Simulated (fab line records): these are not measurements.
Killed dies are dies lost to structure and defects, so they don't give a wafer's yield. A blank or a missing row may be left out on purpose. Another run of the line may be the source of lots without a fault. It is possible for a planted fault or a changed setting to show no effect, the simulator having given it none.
Chamber matching :: flow n5_finfet :: rie_diel-04 running N5_BEOL_M11_ETCH_61: 4 sister chambers
The step etches SiARC in CF4, target depth 39 nm, time 65 s. 8 wafers are shown with their chamber, then 6 later ones without.

## WAFERS WITH THEIR CHAMBER
wafer: L145.4
chamber: 3
showerhead_plenum_p_Torr (Torr): 2.13
etch_rf_on_time_s (s): 67.5

wafer: L151.3
chamber: 3
showerhead_plenum_p_Torr (Torr): 2.12
etch_rf_on_time_s (s): 68.3

wafer: L155.1
chamber: 0
showerhead_plenum_p_Torr (Torr): 2.23
etch_rf_on_time_s (s): 67.3

wafer: L157.2
chamber: 0
showerhead_plenum_p_Torr (Torr): 2.23
etch_rf_on_time_s (s): 67.7

wafer: L157.4
chamber: 2
showerhead_plenum_p_Torr (Torr): 2.18
etch_rf_on_time_s (s): 64.4

wafer: L157.6
chamber: 1
showerhead_plenum_p_Torr (Torr): 2.12
etch_rf_on_time_s (s): 63.8

wafer: L156.2
chamber: 2
showerhead_plenum_p_Torr (Torr): 2.18
etch_rf_on_time_s (s): 64.7

wafer: L156.3
chamber: 1
showerhead_plenum_p_Torr (Torr): 2.12
etch_rf_on_time_s (s): 63.7

## WAFERS WITH NO CHAMBER GIVEN
wafer: L156.4
showerhead_plenum_p_Torr (Torr): 2.12
etch_rf_on_time_s (s): 63.3

wafer: L166.1
showerhead_plenum_p_Torr (Torr): 2.22
etch_rf_on_time_s (s): 67.3

wafer: L166.2
showerhead_plenum_p_Torr (Torr): 2.18
etch_rf_on_time_s (s): 64.4

wafer: L166.6
showerhead_plenum_p_Torr (Torr): 2.22
etch_rf_on_time_s (s): 67.1

wafer: L167.1
showerhead_plenum_p_Torr (Torr): 2.11
etch_rf_on_time_s (s): 65.3

wafer: L167.6
showerhead_plenum_p_Torr (Torr): 2.18
etch_rf_on_time_s (s): 65.1

## CHAMBER TAKEN BY EACH
wafer: L156.4
from the rows above: 1
in truth: 1

wafer: L166.1
from the rows above: 0
in truth: 0

wafer: L166.2
from the rows above: 2
in truth: 2

wafer: L166.6
from the rows above: 0
in truth: 0

wafer: L167.1
from the rows above: 1
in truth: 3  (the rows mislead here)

wafer: L167.6
from the rows above: 2
in truth: 2
Correctly placed: 5 of 6. Can't be placed from these rows: 0. Wrongly placed: 1.
How it was worked out, from the rows above alone: a wafer's distance from a chamber is the root of the sum, over the readings, of the square of ((its reading less the chamber's mean) divided by the reading's scatter). If the next closest chamber is less than 2 further off than the closest, the wafer can't be placed; otherwise it belongs to the closest. For every chamber, the mean is computed from those of its wafers that are shown. The scatter is the square root of a quotient: the sum, over the shown wafers, of each reading's squared deviation from its chamber's mean, divided by wafers minus chambers.
